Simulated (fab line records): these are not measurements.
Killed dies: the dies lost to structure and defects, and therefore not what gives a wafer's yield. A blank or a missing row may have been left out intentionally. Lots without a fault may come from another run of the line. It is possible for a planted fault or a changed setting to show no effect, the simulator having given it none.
Matching of chambers -- flow nand harc -- NHARC_A_CHANNEL_FILL_D1_CMP_10 on cmp-02 has 4 sister chambers
The step polishes, target thk 150 nm. 4 wafers are shown with their chamber, then 10 later ones without.

WAFERS, EACH WITH ITS CHAMBER
wafer,chamber,motor current A (A)
L084.1,1,11.4
L084.4,3,10.8
L086.2,2,10.5
L086.4,0,13.9

WAFERS WHOSE CHAMBER IS MISSING
wafer,motor current A (A)
L086.5,10.9
L087.1,10.7
L087.2,13.3
L087.3,10.2
L093.2,13.3
L093.3,10.5
L093.5,11.1
L096.2,10.8
L096.3,13.8
L096.6,11.8

CHAMBER TAKEN BY EACH
wafer,from the rows above,in truth
L086.5,can't be placed: 3 or 2 or 1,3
L087.1,can't be placed: 3 or 2 or 1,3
L087.2,0,0
L087.3,can't be placed: 2 or 3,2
L093.2,0,0
L093.3,can't be placed: 2 or 3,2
L093.5,can't be placed: 3 or 1 or 2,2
L096.2,can't be placed: 3 or 2 or 1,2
L096.3,0,0
L096.6,can't be placed: 1 or 3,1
Correctly placed: 3 of 10. These rows do not allow placing 7 (true chamber among the candidates in 7). Wrongly placed: 0.
How it was worked out, from the rows above alone: a wafer's distance from a chamber is the root of the sum, over the readings, of the square of ((its reading less the chamber's mean) divided by the reading's scatter). If the next closest chamber is less than 2 further off than the closest, the wafer can't be placed; otherwise it belongs to the closest. For every chamber, the mean is computed from those of its wafers that are shown. The scatter: root of mean squared gap, hidden wafer to nearest shown wafer, with one shown wafer a chamber.
